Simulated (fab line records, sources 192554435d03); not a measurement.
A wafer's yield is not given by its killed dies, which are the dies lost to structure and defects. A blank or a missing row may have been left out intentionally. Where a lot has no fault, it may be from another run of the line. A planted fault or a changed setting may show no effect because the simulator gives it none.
The tool behind it: which one?	flow n5 finfet	72 wafers from 24 lots sampled at 6 of the route's 1938 steps

WHAT THE GAUGES SHOWED, per wafer
Not one reading of a measure or inspect step in the record can be checked against a usual standard deviation.

EACH LOT AND THE TOOL THAT RAN IT (in order: tool; ch and the chambers of the sampled wafers; start)
lot	N5_GATE_CUT_HM_DEP_46	N5_GATE_CUT_ETCH_37	N5_GATE_CUT_ALD_22	N5_MOL_CONTACT_COAG_ETCH_105	N5_MOL_CONTACT_COAG_PRE_CLEAN_141	N5_MOL_CONTACT_COAG_ANNEAL_113
L074	pecvd-02 ch 0,1, day 4 12:28	rie diel-01 ch 1,2,3, day 4 13:08	ald sin-03 ch 0,1,3, day 4 13:54	rie diel-06 ch 0,1, day 4 17:02	pvd sputter-01, day 4 19:11	rtp anneal-01 ch 0, day 4 20:07
L075	pecvd-02 ch 0,2, day 4 20:40	rie diel-03 ch 0,1,3, day 4 21:19	ald sin-03 ch 1,2,3, day 4 22:05	rie diel-05 ch 1,2,3, day 5 01:40	pvd sputter-02, day 5 04:01	rtp anneal-02 ch 0, day 5 04:49
L076	pecvd-02 ch 0,1, day 5 02:56	rie diel-02 ch 1,3, day 5 03:28	ald sin-02 ch 0,2, day 5 04:14	rie diel-06 ch 0,3, day 5 07:14	pvd sputter-01, day 5 09:11	rtp anneal-02 ch 0, day 5 10:16
L077	pecvd-03 ch 0,2, day 5 07:32	rie diel-03 ch 1,2, day 5 08:17	ald sin-03 ch 0,1,3, day 5 09:22	rie diel-05 ch 0,1, day 5 13:25	pvd sputter-03, day 5 14:56	rtp anneal-02 ch 0, day 5 15:53
L078	pecvd-01 ch 0,1,2, day 5 12:04	rie diel-03 ch 0,1,3, day 5 12:43	ald sin-03 ch 1,2, day 5 13:41	rie diel-05 ch 2,3, day 5 16:48	pvd sputter-03, day 5 19:33	rtp anneal-01 ch 0, day 5 20:50
L079	pecvd-01 ch 0,1,2, day 5 20:03	rie diel-02 ch 0,1,3, day 5 21:01	ald sin-02 ch 1,2,3, day 5 22:20	rie diel-06 ch 0,1, day 6 02:05	pvd sputter-03, day 6 05:38	rtp anneal-02 ch 0, day 6 06:37
L080	pecvd-01 ch 1,2, day 6 03:11	rie diel-02 ch 2,3, day 6 03:52	ald sin-02 ch 0,3, day 6 04:38	rie diel-06 ch 0,1, day 6 07:47	pvd sputter-03, day 6 11:47	rtp anneal-02 ch 0, day 6 12:52
L081	pecvd-02 ch 0,2, day 6 04:56	rie diel-03 ch 0,1, day 6 05:28	ald sin-02 ch 1,2, day 6 06:14	rie diel-04 ch 1,3, day 6 09:15	pvd sputter-01, day 6 13:04	rtp anneal-01 ch 0, day 6 14:17
L082	pecvd-03 ch 0,2, day 6 11:53	rie diel-03 ch 0,1, day 6 12:26	ald sin-04 ch 0,2,3, day 6 13:11	rie diel-05 ch 0,2, day 6 16:11	pvd sputter-02, day 6 19:10	rtp anneal-01 ch 0, day 6 20:16
L083	pecvd-01 ch 0,2, day 6 19:05	rie diel-02 ch 0,2,3, day 6 19:44	ald sin-04 ch 0,2,3, day 6 20:30	rie diel-05 ch 0,1,3, day 6 23:31	pvd sputter-01, day 7 03:17	rtp anneal-02 ch 0, day 7 04:14
L084	pecvd-03 ch 0,1,2, day 7 01:53	rie diel-03 ch 0,1,3, day 7 02:28	ald sin-04 ch 0,1,3, day 7 03:13	rie diel-06 ch 0,1,2, day 7 06:13	pvd sputter-03, day 7 08:04	rtp anneal-02 ch 0, day 7 09:00
L085	pecvd-02 ch 0,1,2, day 7 06:31	rie diel-03 ch 1,2,3, day 7 07:30	ald sin-03 ch 0,2,3, day 7 08:41	rie diel-06 ch 0,1,2, day 7 11:53	pvd sputter-03, day 7 17:39	rtp anneal-02 ch 0, day 7 18:36
L086	pecvd-03 ch 0,1,2, day 7 16:55	rie diel-03 ch 1,3, day 7 17:42	ald sin-04 ch 0,1,3, day 7 18:38	rie diel-04 ch 0,1,3, day 7 21:46	pvd sputter-01, day 8 00:41	rtp anneal-02 ch 0, day 8 01:29
L087	pecvd-02 ch 0,1,2, day 7 18:02	rie diel-03 ch 0,3, day 7 18:38	ald sin-02 ch 0,1,3, day 7 19:24	rie diel-06 ch 0,3, day 7 22:24	pvd sputter-02, day 8 04:24	rtp anneal-02 ch 0, day 8 05:37
L088	pecvd-02 ch 0,1, day 8 02:08	rie diel-01 ch 1,2,3, day 8 02:41	ald sin-04 ch 0,2,3, day 8 03:26	rie diel-06 ch 0,3, day 8 06:40	pvd sputter-01, day 8 08:21	rtp anneal-01 ch 0, day 8 09:26
L089	pecvd-02 ch 1,2, day 8 07:01	rie diel-03 ch 0,1,3, day 8 07:42	ald sin-04 ch 0,2,3, day 8 08:28	rie diel-05 ch 1,2,3, day 8 11:28	pvd sputter-03, day 8 13:47	rtp anneal-02 ch 0, day 8 14:35
L090	pecvd-03 ch 0,1, day 8 13:08	rie diel-01 ch 0,2,3, day 8 13:53	ald sin-02 ch 0,1,2, day 8 15:55	rie diel-06 ch 0,1, day 8 18:55	pvd sputter-01, day 8 20:50	rtp anneal-02 ch 0, day 8 21:38
L091	pecvd-01 ch 0,1,2, day 8 19:12	rie diel-01 ch 0,2, day 8 19:57	ald sin-03 ch 0,2,3, day 8 20:58	rie diel-06 ch 0,2, day 9 00:17	pvd sputter-02, day 9 03:53	rtp anneal-01 ch 0, day 9 05:17
L092	pecvd-01 ch 0,1,2, day 9 00:55	rie diel-03 ch 1,2, day 9 01:26	ald sin-02 ch 2,3, day 9 02:11	rie diel-05 ch 0,1,2, day 9 05:25	pvd sputter-01, day 9 08:01	rtp anneal-02 ch 0, day 9 09:16
L093	pecvd-01 ch 1,2, day 9 05:13	rie diel-01 ch 0,3, day 9 05:46	ald sin-02 ch 1,2,3, day 9 06:50	rie diel-04 ch 1,3, day 9 09:50	pvd sputter-02, day 9 12:00	rtp anneal-02 ch 0, day 9 13:07
L094	pecvd-01 ch 0,2, day 9 12:23	rie diel-03 ch 1,2, day 9 13:03	ald sin-04 ch 0,1, day 9 13:48	rie diel-06 ch 1,3, day 9 16:56	pvd sputter-01, day 9 19:17	rtp anneal-02 ch 0, day 9 20:23
L095	pecvd-03 ch 1,2, day 9 16:47	rie diel-01 ch 0,1,2, day 9 17:23	ald sin-04 ch 0,1,2, day 9 18:09	rie diel-06 ch 1,2,3, day 9 21:09	pvd sputter-03, day 10 01:49	rtp anneal-02 ch 0, day 10 02:39
L096	pecvd-02 ch 1,2, day 10 02:39	rie diel-01 ch 1,2,3, day 10 03:13	ald sin-04 ch 0,1, day 10 04:17	rie diel-05 ch 0,1,2, day 10 07:17	pvd sputter-02, day 10 09:11	rtp anneal-02 ch 0, day 10 10:16
L097	pecvd-03 ch 1,2, day 10 03:58	rie diel-02 ch 2,3, day 10 04:38	ald sin-03 ch 1,2,3, day 10 05:24	rie diel-04 ch 0,2, day 10 08:34	pvd sputter-03, day 10 12:09	rtp anneal-02 ch 0, day 10 13:15
- N5_GATE_CUT_HM_DEP_46: deposits SiO2 from TEOS/O2, target thk 130 nm, time 26.6 s.
- N5_GATE_CUT_ETCH_37: etches SOC in N2/H2, target depth 60 nm, overetch 12 nm, time 90 s.
- N5_GATE_CUT_ALD_22: deposits SiNx, target thk 16 nm, pulse time 1 s, ald cycles 320.
- N5_MOL_CONTACT_COAG_ETCH_105: etches SiARC in CF4, target depth 15.6 nm, time 26 s.
- N5_MOL_CONTACT_COAG_PRE_CLEAN_141: time 60 s.
- N5_MOL_CONTACT_COAG_ANNEAL_113: time 300 s.

AS READ BY THE TOOLS THEMSELVES (means over the sampled wafers that have a number; for cases with no such wafer, the mark the record gives instead)
N5_GATE_CUT_HM_DEP_46. Usual: heater power w 594 W, standard deviation 59; showerhead plenum p Torr 8.35 Torr, standard deviation 0.036; throttle valve pct 18.5 %, standard deviation 1.
lot	tool	heater power w (W)	showerhead plenum p Torr (Torr)	throttle valve pct (%)	flag
L074	pecvd-02	634	8.33	18.6	
L075	pecvd-02	505	8.36	18.0	
L076	pecvd-02	560	8.33	18.5	
L077	pecvd-03	544	8.34	18.4	
L078	pecvd-01	649	8.33	19.1	
L079	pecvd-01	610	8.34	19.1	
L080	pecvd-01	644	8.34	20.1	
L081	pecvd-02	602	8.34	18.4	
L082	pecvd-03	542	8.33	18.6	
L083	pecvd-01	573	8.32	18.5	
L084	pecvd-03	596	8.38	18.3	
L085	pecvd-02	595	8.35	18.2	
L086	pecvd-03	575	8.37	18.2	
L087	pecvd-02	595	8.34	18.3	
L088	pecvd-02	636	8.32	18.4	
L089	pecvd-02	558	8.36	17.9	
L090	pecvd-03	577	8.36	18.4	
L091	pecvd-01	651	8.33	19.3	
L092	pecvd-01	604	8.32	19.1	
L093	pecvd-01	607	8.33	18.7	
L094	pecvd-01	561	8.33	18.1	
L095	pecvd-03	512	8.38	18.4	
L096	pecvd-02	572	8.37	18.0	
L097	pecvd-03	576	8.41	17.9	

N5_GATE_CUT_ETCH_37. Usual: drypump motor current A 5.6 A, standard deviation 0.5; oes product au 0.70 a.u., standard deviation 0.053; rf vpp V 525.0 V, standard deviation 2.8; showerhead plenum p Torr 2.58 Torr, standard deviation 0.1; throttle valve pct 17.92 %, standard deviation 0.19.
lot	tool	drypump motor current A (A)	oes product au (a.u.)	rf vpp V (V)	showerhead plenum p Torr (Torr)	throttle valve pct (%)	flag
L074	rie diel-01	5.3	0.71	524.7	2.56	18.06	
L075	rie diel-03	5.5	0.69	525.2	2.59	17.94	
L076	rie diel-02	5.4	0.76	525.8	2.60	17.54	
L077	rie diel-03	6.0	0.68	526.2	2.62	17.80	
L078	rie diel-03	5.5	0.69	524.8	2.58	17.95	
L079	rie diel-02	5.3	0.71	525.2	2.55	17.74	
L080	rie diel-02	5.8	0.76	524.1	2.57	17.73	
L081	rie diel-03	5.3	0.67	524.2	2.53	18.00	
L082	rie diel-03	5.3	0.67	524.4	2.53	18.00	
L083	rie diel-02	5.7	0.72	522.9	2.53	17.96	
L084	rie diel-03	5.4	0.67	524.0	2.58	17.98	
L085	rie diel-03	5.8	0.68	526.1	2.63	17.89	
L086	rie diel-03	5.4	0.67	525.2	2.58	18.03	
L087	rie diel-03	5.6	0.69	525.9	2.63	17.93	
L088	rie diel-01	5.3	0.76	526.4	2.65	17.94	
L089	rie diel-03	5.5	0.67	524.1	2.57	18.00	
L090	rie diel-01	5.4	0.71	525.3	2.63	17.94	
L091	rie diel-01	5.7	0.70	527.4	2.66	17.93	
L092	rie diel-03	5.6	0.66	525.0	2.57	17.96	
L093	rie diel-01	5.5	0.66	524.4	2.57	18.05	
L094	rie diel-03	5.6	0.66	524.7	2.57	17.98	
L095	rie diel-01	5.6	0.73	527.2	2.68	17.97	
L096	rie diel-01	5.3	0.75	526.1	2.65	17.97	
L097	rie diel-02	5.9	0.71	521.6	2.45	17.94	

N5_GATE_CUT_ALD_22. Usual: heater power w 868 W, standard deviation 71; precursor pulse height rel 0.999, standard deviation 0.021.
lot	tool	heater power w (W)	precursor pulse height rel	flag
L074	ald sin-03	818	1.024	
L075	ald sin-03	881	0.992	
L076	ald sin-02	812	0.989	
L077	ald sin-03	830	1.012	
L078	ald sin-03	947	0.990	
L079	ald sin-02	842	0.998	
L080	ald sin-02	813	0.996	
L081	ald sin-02	834	0.993	
L082	ald sin-04	909	1.009	
L083	ald sin-04	896	1.021	
L084	ald sin-04	893	0.988	
L085	ald sin-03	862	0.996	
L086	ald sin-04	900	1.003	
L087	ald sin-02	840	0.999	
L088	ald sin-04	905	1.017	
L089	ald sin-04	921	1.003	
L090	ald sin-02	853	0.991	
L091	ald sin-03	852	1.002	
L092	ald sin-02	817	0.996	
L093	ald sin-02	846	0.985	
L094	ald sin-04	911	0.987	
L095	ald sin-04	897	1.023	
L096	ald sin-04	936	1.014	
L097	ald sin-03	890	1.002	

N5_MOL_CONTACT_COAG_ETCH_105. Usual: drypump motor current A 5.7 A, standard deviation 0.51; etch rf on time s 25.6 s, standard deviation 0.73; oes product au 0.67 a.u., standard deviation 0.074; rf vpp V 183.9 V, standard deviation 1.2; showerhead plenum p Torr 2.10 Torr, standard deviation 0.072; throttle valve pct 15.67 %, standard deviation 0.2.
lot	tool	drypump motor current A (A)	etch rf on time s (s)	oes product au (a.u.)	rf vpp V (V)	showerhead plenum p Torr (Torr)	throttle valve pct (%)	flag
L074	rie diel-06	6.2	26.4	0.61	182.5	2.07	15.72	
L075	rie diel-05	6.0	24.8	0.69	184.4	2.11	15.62	
L076	rie diel-06	5.6	26.3	0.59	184.0	2.10	15.77	
L077	rie diel-05	5.9	25.7	0.64	183.9	2.10	15.86	
L078	rie diel-05	5.8	24.8	0.69	184.4	2.13	15.52	
L079	rie diel-06	5.9	25.9	0.62	182.0	2.02	15.76	
L080	rie diel-06	5.9	25.9	0.62	183.1	2.02	15.77	
L081	rie diel-04	5.2	25.4	0.69	183.9	2.10	15.79	
L082	rie diel-05	6.2	25.6	0.68	183.7	2.13	15.61	
L083	rie diel-05	5.8	25.3	0.65	183.5	2.09	15.78	
L084	rie diel-06	5.9	25.8	0.67	183.8	2.09	15.62	
L085	rie diel-06	5.9	26.0	0.66	184.8	2.09	15.61	
L086	rie diel-04	5.6	25.7	0.68	184.4	2.16	15.78	
L087	rie diel-06	5.5	25.9	0.72	183.5	2.10	15.48	
L088	rie diel-06	5.6	25.3	0.73	184.8	2.10	15.48	
L089	rie diel-05	6.0	25.2	0.65	183.9	2.10	15.68	
L090	rie diel-06	6.2	26.4	0.59	183.6	2.06	15.76	
L091	rie diel-06	6.1	26.4	0.64	184.7	2.13	15.60	
L092	rie diel-05	6.1	25.5	0.65	183.3	2.09	15.80	
L093	rie diel-04	5.2	25.4	0.66	183.5	2.09	15.83	
L094	rie diel-06	5.4	25.6	0.67	183.0	2.01	15.69	
L095	rie diel-06	5.4	25.3	0.72	185.0	2.08	15.53	
L096	rie diel-05	6.1	25.5	0.64	182.9	2.09	15.81	
L097	rie diel-04	5.2	26.5	0.60	185.0	2.21	15.76	

N5_MOL_CONTACT_COAG_PRE_CLEAN_141. Usual: heater power w reads 487 W (standard deviation 33).
lot	tool	heater power w (W)	flag
L074	pvd sputter-01	480	
L075	pvd sputter-02	488	
L076	pvd sputter-01	471	
L077	pvd sputter-03	491	
L078	pvd sputter-03	463	
L079	pvd sputter-03	469	
L080	pvd sputter-03	468	
L081	pvd sputter-01	480	
L082	pvd sputter-02	500	
L083	pvd sputter-01	467	
L084	pvd sputter-03	503	
L085	pvd sputter-03	498	
L086	pvd sputter-01	460	
L087	pvd sputter-02	505	
L088	pvd sputter-01	480	
L089	pvd sputter-03	502	
L090	pvd sputter-01	463	
L091	pvd sputter-02	502	
L092	pvd sputter-01	504	
L093	pvd sputter-02	510	
L094	pvd sputter-01	475	
L095	pvd sputter-03	493	
L096	pvd sputter-02	514	
L097	pvd sputter-03	476	

N5_MOL_CONTACT_COAG_ANNEAL_113. Usual: lamp power pct 2.91 %, standard deviation 0.07; wafer_temp_C_max 401.7, standard deviation 0.39.
lot	tool	lamp power pct (%)	wafer_temp_C_max	flag
L074	rtp anneal-01	2.79	401.3	
L075	rtp anneal-02	2.96	402.2	
L076	rtp anneal-02	2.95	401.5	
L077	rtp anneal-02	2.95	401.3	
L078	rtp anneal-01	2.79	401.5	
L079	rtp anneal-02	2.95	401.6	
L080	rtp anneal-02	2.95	402.1	
L081	rtp anneal-01	2.79	401.2	
L082	rtp anneal-01	2.79	401.6	
L083	rtp anneal-02	2.96	402.0	
L084	rtp anneal-02	2.95	401.5	
L085	rtp anneal-02	2.95	401.5	
L086	rtp anneal-02	2.95	401.8	
L087	rtp anneal-02	2.96	401.9	
L088	rtp anneal-01	2.79	401.4	
L089	rtp anneal-02	2.96	402.3	
L090	rtp anneal-02	2.95	402.2	
L091	rtp anneal-01	2.79	401.1	
L092	rtp anneal-02	2.95	401.7	
L093	rtp anneal-02	2.95	401.6	
L094	rtp anneal-02	2.95	401.5	
L095	rtp anneal-02	2.96	401.8	
L096	rtp anneal-02	2.95	401.9	
L097	rtp anneal-02	2.95	401.9	

THE ANSWER, worked out from the rows above alone
Rule: a lot is off if the mean of its wafers that have a number lies more than 3 standard deviations from the usual mean. A lot without any number at a reading at which 4 lots or more have one is off too. The other lots that the step has rows for count as sound. The gauges are gone through in route order, then the tools' own readings, and for those a lot's mean is taken as printed above. At the first step where some lot is off, the reading lying furthest off is the one used; lots without a number count as furthest.
Across all readings shown, no lot is off: no conclusion can be drawn from this.

WHAT THE SIMULATOR HAD INSERTED
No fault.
